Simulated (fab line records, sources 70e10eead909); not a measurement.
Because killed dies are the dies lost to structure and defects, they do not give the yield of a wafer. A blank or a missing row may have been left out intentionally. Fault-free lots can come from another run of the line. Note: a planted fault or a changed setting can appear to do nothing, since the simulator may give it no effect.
The same fault as seen by 3 desks || flow nand harc || every desk sees just its own numbers, and what lay behind them comes last

THE DEFECT DESK
What the inspections along the route counted, lot by lot: means of the sampled wafers that have a number. Any lot whose mean is over 4 standard deviations away from the usual mean is out of limits and marked OUT; that distance is given in the brackets.
Columns: A = raw defect count at NHARC_A_BLC_INSPECT_28, usual 556
{"lot": "L256", "first seen here": "day 23 17:42", "A": 446}
{"lot": "L257", "first seen here": "day 23 22:15", "A": 750}
{"lot": "L260", "first seen here": "day 24 08:51", "A": 533}
{"lot": "L259", "first seen here": "day 24 23:34", "A": 690}
{"lot": "L261", "first seen here": "day 25 17:45", "A": 583}
{"lot": "L264", "first seen here": "day 26 07:24", "A": 656}
{"lot": "L265", "first seen here": "day 27 09:18", "A": 694}
{"lot": "L271", "first seen here": "day 29 15:10", "A": 561}
{"lot": "L269", "first seen here": "day 29 16:32", "A": 778}
{"lot": "L273", "first seen here": "day 31 00:57", "A": 378}
{"lot": "L278", "first seen here": "day 32 12:30", "A": 548}
{"lot": "L276", "first seen here": "day 32 14:00", "A": 446}
{"lot": "L277", "first seen here": "day 32 20:30", "A": 368}
This desk found nothing out of limits on any of the 13 lots.

THE METROLOGY DESK
Lot by lot, what the gauges showed, no matter which tool ran the lot: averages of those sampled wafers that carry a number. Any lot whose mean is over 4 standard deviations away from the usual mean is out of limits and marked OUT; that distance is given in the brackets.
Columns: A = cd nm at NHARC_A_BLC_CD_MEAS_19, usual 99.7 nm; B = cd nm at NHARC_A_M0_CD_MEAS_09, usual 80.1 nm
{"lot": "L256", "first seen here": "day 23 15:38", "A": 99.1, "B": 81.0}
{"lot": "L257", "first seen here": "day 23 20:16", "A": 97.9, "B": 80.7}
{"lot": "L260", "first seen here": "day 24 06:05", "A": 99.6, "B": 80.2}
{"lot": "L259", "first seen here": "day 24 09:27", "A": 100.1, "B": 80.1}
{"lot": "L261", "first seen here": "day 25 15:43", "A": 97.9, "B": 80.6}
{"lot": "L264", "first seen here": "day 26 05:26", "A": 99.6, "B": 80.6}
{"lot": "L265", "first seen here": "day 27 07:19", "A": 101.0, "B": 79.8}
{"lot": "L271", "first seen here": "day 29 13:11", "A": 98.7, "B": 81.7}
{"lot": "L269", "first seen here": "day 29 14:31", "A": 99.0, "B": 81.5}
{"lot": "L273", "first seen here": "day 30 22:59", "A": 98.7, "B": 81.8}
{"lot": "L278", "first seen here": "day 32 10:31", "A": 100.2, "B": 79.7}
{"lot": "L276", "first seen here": "day 32 12:02", "A": 98.1, "B": 79.4}
{"lot": "L277", "first seen here": "day 32 18:27", "A": 100.7, "B": 80.5}
This desk found nothing out of limits on any of the 13 lots.

FOR THE TOOL OWNER'S DESK: arfi scanner-01
The tool's own readings at NHARC_A_M0_EXPOSE_06 (exposes mask A M0, target cd 80 nm): means of the sampled wafers that have a number, for each lot that ran on this tool. Any lot whose mean is over 4 standard deviations away from the usual mean is out of limits and marked OUT; that distance is given in the brackets.
Columns: A = exposure dose mJ cm2 at NHARC_A_M0_EXPOSE_06, usual 83.4
{"lot": "L256", "first seen here": "day 23 18:29", "A": 84.1}
{"lot": "L265", "first seen here": "day 27 10:04", "A": 83.9}
{"lot": "L271", "first seen here": "day 29 15:56", "A": "87.3 (+11) OUT"}
{"lot": "L269", "first seen here": "day 29 17:18", "A": "86.6 (+8.7) OUT"}
{"lot": "L273", "first seen here": "day 31 01:43", "A": "86.2 (+7.5) OUT"}
This desk's verdict: out of limits on L269, L271, L273, starting with L271 at day 29 15:56 (exposure dose mJ cm2 at NHARC_A_M0_EXPOSE_06). L256, L265 stayed within limits.

PUT TOGETHER
The tool owner's desk could have raised an alarm at day 29 15:56, on L269, L271, L273.
Nothing the defect desk looked at was out of limits.
The metrology desk saw nothing out of limits.
The defect desk has L269, L271, L273 on record, within its limits.
The metrology desk holds a record of L269, L271, L273, inside its limits.
Of the lots named, all ran NHARC_A_M0_EXPOSE_06 on arfi scanner-01.

WHAT THE SIMULATOR HAD PUT IN
Process parameter drift: arfi scanner-01, from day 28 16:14 on, at NHARC_A_M0_EXPOSE_06. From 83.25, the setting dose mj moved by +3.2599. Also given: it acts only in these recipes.
Shown lots that were struck: L269, L271, L273.
Each desk's first reading out of limits, in hours after the fault started: the tool owner's desk, 24.
